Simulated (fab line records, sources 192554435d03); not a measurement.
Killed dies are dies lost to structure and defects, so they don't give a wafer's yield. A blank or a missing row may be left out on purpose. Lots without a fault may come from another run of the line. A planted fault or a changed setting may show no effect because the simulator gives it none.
Split-lot experiment | flow n5_finfet | 7 lots, 21 wafers read, on a route of 1938 steps

THE SPLIT
At N5_BEOL_M6_COAT_22 (resist thk 30 nm), the setting spin_rpm was moved away from the recipe's 1500 rpm on 8 of the 21 wafers read, by -9.5% to +10.0%. The other wafers ran this setting at the recipe's value.

FROM THE SPLIT TO THE READING: what the file shows between them, 2 steps
- N5_BEOL_M6_EBR_24
- N5_BEOL_M6_SOFTBAKE_23: time 60 s

THE READING
CAR-EUV_of_BEOL_M6_COAT_22.thk_nm (the simulator's own value, which no gauge read), in nm, at N5_BEOL_M6_DESCUM_33 (chemistry O2, time 7 s). The file gives no usual value for it. The 13 wafers here that ran the recipe average 26.1 nm, standard deviation 0.13 nm.

wafer  | tool, chamber at the split | spin_rpm as run, rpm | against the recipe | CAR-EUV_of_BEOL_M6_COAT_22.thk_nm, nm | against lot-mates on the recipe
L077.2 | litho_track-03, 0          | 1500                 | recipe             | 26.2                                  | -
L077.6 | litho_track-03, 0          | 1500                 | recipe             | 26.2                                  | -
L077.4 | litho_track-03, 0          | 1500                 | recipe             | 26                                    | -
L078.1 | litho_track-05, 0          | 1419                 | -5.4%              | 27                                    | +1.0
L078.5 | litho_track-05, 0          | 1419                 | -5.4%              | 26.8                                  | +0.8
L078.6 | litho_track-05, 0          | 1500                 | recipe             | 26                                    | -
L079.4 | litho_track-01, 0          | 1500                 | recipe             | 26                                    | -
L079.5 | litho_track-01, 0          | 1500                 | recipe             | 26                                    | -
L079.6 | litho_track-01, 0          | 1500                 | recipe             | 26                                    | -
L082.1 | litho_track-03, 0          | 1500                 | recipe             | 26.2                                  | -
L082.6 | litho_track-03, 0          | 1500                 | recipe             | 26.2                                  | -
L082.4 | litho_track-03, 0          | 1358                 | -9.5%              | 27.6                                  | +1.4
L084.3 | litho_track-05, 0          | 1650                 | +10.0%             | 24.8                                  | -1.6
L084.4 | litho_track-05, 0          | 1500                 | recipe             | 26.4                                  | -
L084.5 | litho_track-05, 0          | 1650                 | +10.0%             | 24.6                                  | -1.8
L086.2 | litho_track-05, 0          | 1500                 | recipe             | 26                                    | -
L086.3 | litho_track-05, 0          | 1500                 | recipe             | 26                                    | -
L086.4 | litho_track-05, 0          | 1626                 | +8.4%              | 24.8                                  | -1.2
L089.1 | litho_track-05, 0          | 1500                 | recipe             | 26                                    | -
L089.3 | litho_track-05, 0          | 1551                 | +3.4%              | 25.6                                  | -0.4
L089.5 | litho_track-05, 0          | 1551                 | +3.4%              | 25.4                                  | -0.6

THE FIT
A straight line over all 21 wafers: CAR-EUV_of_BEOL_M6_COAT_22.thk_nm changes by -0.149 nm for each +1% of spin_rpm; r = -0.98; the points scatter about the line by 0.13 nm.
The same after taking each lot's own level away (the mean of its wafers on the recipe; 21 wafers): -0.16 nm for each +1%; r = -0.99; scatter 0.088 nm.
On that fit, the largest move of spin_rpm shifts the reading by 1.6 nm.
The lots' own levels span 26.00 to 26.40 nm, that is 3.2 times the standard deviation above.
So the lot-to-lot level changes the slope little: the two slopes agree.
Check: with one of the wafers moved furthest among these (+10.0%) left out of the fit, the line predicts -1.59 nm for it against its lot-mates. It came out at -1.6 nm against them.

OTHER SPLITS ON THESE WAFERS
These wafers also went through other splits before the reading. Each is held against what the fit with the lots' levels taken away leaves over:
other split on the same wafers   | wafers away from the commonest value | r with CAR-EUV_of_BEOL_M6_COAT_22.thk_nm (lot level and that fit taken away)
N5_BEOL_M5_TRENCH_ETCH_37 bias_w | 7                                    | -0.13
N5_BEOL_M6_ETCH_62 time_s        | 6                                    | -0.05

THE WHOLE CHAIN: every reading that the file lists as answering this split, in the file's order
step                 | what it does           | reading                                                                            | change (the file's fit)               | r (the file's)
N5_BEOL_M6_COAT_22   | resist thk 30 nm       | CAR-EUV_of_BEOL_M6_COAT_22.thk_nm (the simulator's own value, which no gauge read) | -0.151 nm for each +1% of the setting | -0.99
N5_BEOL_M6_DESCUM_33 | chemistry O2, time 7 s | CAR-EUV_of_BEOL_M6_COAT_22.thk_nm (the simulator's own value, which no gauge read) | -0.156 nm for each +1% of the setting | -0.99

THE FILE'S OWN FIT
CAR-EUV_of_BEOL_M6_COAT_22.thk_nm changes by -0.156 nm for each +1% of spin_rpm, r = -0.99.
